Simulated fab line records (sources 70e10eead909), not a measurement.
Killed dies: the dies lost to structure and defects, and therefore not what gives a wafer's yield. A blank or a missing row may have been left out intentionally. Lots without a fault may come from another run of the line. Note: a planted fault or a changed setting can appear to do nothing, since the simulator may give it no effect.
Which tool did it? | flow nand_harc | 11 lots, 33 wafers sampled, at 6 steps of a route of 1302

WHAT THE GAUGES READ, wafer by wafer
NHARC_P_ZERO_WELL_CD_MEAS_24: the cd target is 720 nm.
lot  | measured     | on        | cd_nm (nm)
L107 | day 2 18:28  | cd_sem-02 | 721.9 723.1 720.9
L108 | day 3 04:27  | cd_sem-02 | 720.6 720.2 716.4
L109 | day 3 14:37  | cd_sem-02 | - - -
L113 | day 5 07:07  | cd_sem-02 | 721.5 721.1 721.8
L118 | day 7 08:31  | cd_sem-02 | 723.2 722.8 721.4
L120 | day 8 05:12  | cd_sem-03 | 721.5 726.3 721.4
L122 | day 9 00:35  | cd_sem-02 | 720.7 719.5 720.8
L123 | day 9 10:28  | cd_sem-03 | 724.1 720.1 724.7
L124 | day 9 20:28  | cd_sem-02 | 720.5 721.2 720.1
L125 | day 10 06:35 | cd_sem-02 | 722.1 723.9 723.1
L126 | day 10 16:28 | cd_sem-02 | 719.8 721.2 721.5

NHARC_END_SORT_01.
lot  | measured     | on        | killed_at_array | killed_at_other | killed_at_periphery | killed_dies | killed_open | killed_short
L109 | day 25 14:33 | prober-01 | 108 103 101     | 0 0 0           | 569 574 576         | 677 677 677 | 3 1 0       | 4 3 1

WHICH TOOL RAN EACH LOT (tool, then ch and the chambers of the sampled wafers, then the start)
lot  | NHARC_P_ZERO_WELL_DESCUM_13        | NHARC_P_ZERO_WELL_ETCH_63        | NHARC_P_ZERO_WELL_EXPOSE_21       | NHARC_P_ZERO_WELL_DESCUM_39
L107 | rie_diel-03 ch 0,3, day 2 17:24    | rie_si-02 ch 0,2, day 2 17:40    | krf_scanner-02 ch 0, day 2 18:19  | rie_diel-13 ch 0,2,3, day 2 20:16
L108 | rie_diel-12 ch 0,1,2, day 3 03:16  | rie_si-05 ch 0,1,2, day 3 03:32  | krf_scanner-04 ch 0, day 3 04:18  | rie_diel-03 ch 1,2,3, day 3 06:07
L109 | rie_diel-12 ch 0,1,2, day 3 13:29  | rie_si-02 ch 2,3, day 3 13:46    | krf_scanner-04 ch 0, day 3 14:28  | rie_diel-13 ch 0,1, day 3 16:25
L113 | rie_diel-13 ch 1,3, day 5 05:40    | rie_si-03 ch 0,3, day 5 06:12    | krf_scanner-03 ch 0, day 5 06:57  | rie_diel-12 ch 0,1,3, day 5 08:56
L118 | rie_diel-12 ch 0,2,3, day 7 07:20  | rie_si-02 ch 0,1, day 7 07:44    | krf_scanner-03 ch 0, day 7 08:22  | rie_diel-03 ch 0,1, day 7 10:20
L120 | rie_diel-03 ch 0,3, day 8 03:59    | rie_si-05 ch 0,1,2, day 8 04:19  | krf_scanner-04 ch 0, day 8 05:02  | rie_diel-13 ch 2,3, day 8 06:59
L122 | rie_diel-13 ch 0,1,3, day 8 23:25  | rie_si-03 ch 0,1, day 8 23:39    | krf_scanner-04 ch 0, day 9 00:26  | rie_diel-13 ch 0,3, day 9 02:23
L123 | rie_diel-12 ch 0,1,2, day 9 09:25  | rie_si-05 ch 0,1, day 9 09:40    | krf_scanner-04 ch 0, day 9 10:18  | rie_diel-12 ch 2,3, day 9 12:20
L124 | rie_diel-03 ch 2,3, day 9 19:25    | rie_si-03 ch 1,2, day 9 19:41    | krf_scanner-04 ch 0, day 9 20:19  | rie_diel-13 ch 1,2,3, day 9 22:11
L125 | rie_diel-12 ch 0,1,2, day 10 05:25 | rie_si-02 ch 1,2,3, day 10 05:40 | krf_scanner-03 ch 0, day 10 06:25 | rie_diel-12 ch 0,1,3, day 10 08:22
L126 | rie_diel-12 ch 0,1, day 10 15:16   | rie_si-03 ch 1,2,3, day 10 15:32 | krf_scanner-04 ch 0, day 10 16:18 | rie_diel-12 ch 0,2,3, day 10 19:59
- NHARC_P_ZERO_WELL_DESCUM_13: chemistry O2, time 3 s.
- NHARC_P_ZERO_WELL_ETCH_63: etches the open film in HBr/Cl2, target depth 120 nm, time 40.1 s.
- NHARC_P_ZERO_WELL_EXPOSE_21: exposes mask P NWELL, target cd 720 nm.
- NHARC_P_ZERO_WELL_DESCUM_39: chemistry O2, time 3 s.

WHAT THE TOOLS THEMSELVES READ (means of the sampled wafers that have a number; where no wafer has one, the mark that the record gives instead)
NHARC_P_ZERO_WELL_DESCUM_13.
lot  | tool        | drypump_motor_current_A (A) | oes_product_au (a.u.) | rf_vpp_V (V) | showerhead_plenum_p_Torr (Torr) | throttle_valve_pct (%)
L107 | rie_diel-03 | 6.0                         | 0.998                 | 58.0         | 2.01                            | 11.313
L108 | rie_diel-12 | 5.7                         | 1.002                 | 57.5         | 1.91                            | 11.314
L109 | rie_diel-12 | 5.7                         | 1.000                 | 57.3         | 1.91                            | 11.313
L113 | rie_diel-13 | 5.8                         | 1.014                 | 57.6         | 1.80                            | 11.323
L118 | rie_diel-12 | 5.7                         | 1.003                 | 57.4         | 1.95                            | 11.317
L120 | rie_diel-03 | 6.0                         | 1.020                 | 58.0         | 1.94                            | 11.308
L122 | rie_diel-13 | 6.1                         | 0.998                 | 56.8         | 1.85                            | 11.310
L123 | rie_diel-12 | 5.7                         | 1.003                 | 57.9         | 1.90                            | 11.320
L124 | rie_diel-03 | 5.9                         | 1.011                 | 58.5         | 1.98                            | 11.314
L125 | rie_diel-12 | 5.7                         | 1.001                 | 56.8         | 1.90                            | 11.304
L126 | rie_diel-12 | 5.8                         | 0.999                 | 57.7         | 1.89                            | 11.309

NHARC_P_ZERO_WELL_ETCH_63.
lot  | tool      | drypump_motor_current_A (A) | oes_product_au (a.u.) | throttle_valve_pct (%)
L107 | rie_si-02 | 5.8                         | 1.003                 | 26.403
L108 | rie_si-05 | 5.5                         | 0.999                 | 26.398
L109 | rie_si-02 | 5.1                         | 0.980                 | 26.395
L113 | rie_si-03 | 6.0                         | 1.009                 | 26.405
L118 | rie_si-02 | 6.2                         | 1.007                 | 26.408
L120 | rie_si-05 | 5.5                         | 1.008                 | 26.410
L122 | rie_si-03 | 5.9                         | 1.009                 | 26.415
L123 | rie_si-05 | 5.7                         | 1.005                 | 26.404
L124 | rie_si-03 | 6.5                         | 1.010                 | 26.401
L125 | rie_si-02 | 5.5                         | 1.003                 | 26.410
L126 | rie_si-03 | 6.2                         | 1.006                 | 26.405

NHARC_P_ZERO_WELL_DESCUM_39.
lot  | tool        | drypump_motor_current_A (A) | oes_product_au (a.u.) | rf_vpp_V (V) | showerhead_plenum_p_Torr (Torr) | throttle_valve_pct (%)
L107 | rie_diel-13 | 6.1                         | 1.008                 | 57.9         | 1.92                            | 11.308
L108 | rie_diel-03 | 6.0                         | 1.000                 | 57.2         | 1.91                            | 11.311
L109 | rie_diel-13 | 6.3                         | 0.989                 | 58.4         | 1.93                            | 11.314
L113 | rie_diel-12 | 5.8                         | 0.994                 | 57.0         | 1.94                            | 11.311
L118 | rie_diel-03 | 6.2                         | 1.002                 | 56.6         | 1.86                            | 11.311
L120 | rie_diel-13 | 6.2                         | 1.005                 | 58.1         | 1.88                            | 11.312
L122 | rie_diel-13 | 6.1                         | 1.013                 | 58.2         | 1.92                            | 11.319
L123 | rie_diel-12 | 5.5                         | 1.004                 | 58.2         | 1.91                            | 11.305
L124 | rie_diel-13 | 6.2                         | 1.006                 | 57.4         | 1.83                            | 11.318
L125 | rie_diel-12 | 5.8                         | 1.003                 | 58.0         | 1.93                            | 11.313
L126 | rie_diel-12 | 5.7                         | 1.002                 | 58.0         | 1.94                            | 11.309

THE ANSWER, worked out from the rows above alone
Rule: the usual values come from the lots themselves. The widest of any qualifying gaps counts: lots, ordered by their means at a reading, are off when they make up no more than a third of the lots, leave a main group of 4 or more, and stand apart from it by 3 or more times the standard deviation of that group's means. Not used: any main group whose means are identical at the precision the tables above print for the reading. A lot without any number at a reading at which 4 lots or more have one is off too. Where the step has rows for the other lots, those lots are counted as sound. The gauges are gone through in route order, then the tools' own readings, and for those a lot's mean is taken as printed above. The first step at which some lot is off is used, and at that step the reading that is off furthest; a lot without a number counts as furthest.
Off, at NHARC_P_ZERO_WELL_CD_MEAS_24 on cd_nm: L109. Without a number there: L109. For the main group the mean is 721.6 nm and the standard deviation 1.3.
If a tool, at a process step before that reading, ran all the lots that are off and no sound lot after the first of them, it fits. Not tried: the gauges at NHARC_P_ZERO_WELL_CD_MEAS_24; whatever is off there is also off at NHARC_P_ZERO_WELL_ETCH_63, on other tools, and gauge error can't account for it. Not one of the candidates tried fits.

WHAT THE SIMULATOR HAD INSERTED
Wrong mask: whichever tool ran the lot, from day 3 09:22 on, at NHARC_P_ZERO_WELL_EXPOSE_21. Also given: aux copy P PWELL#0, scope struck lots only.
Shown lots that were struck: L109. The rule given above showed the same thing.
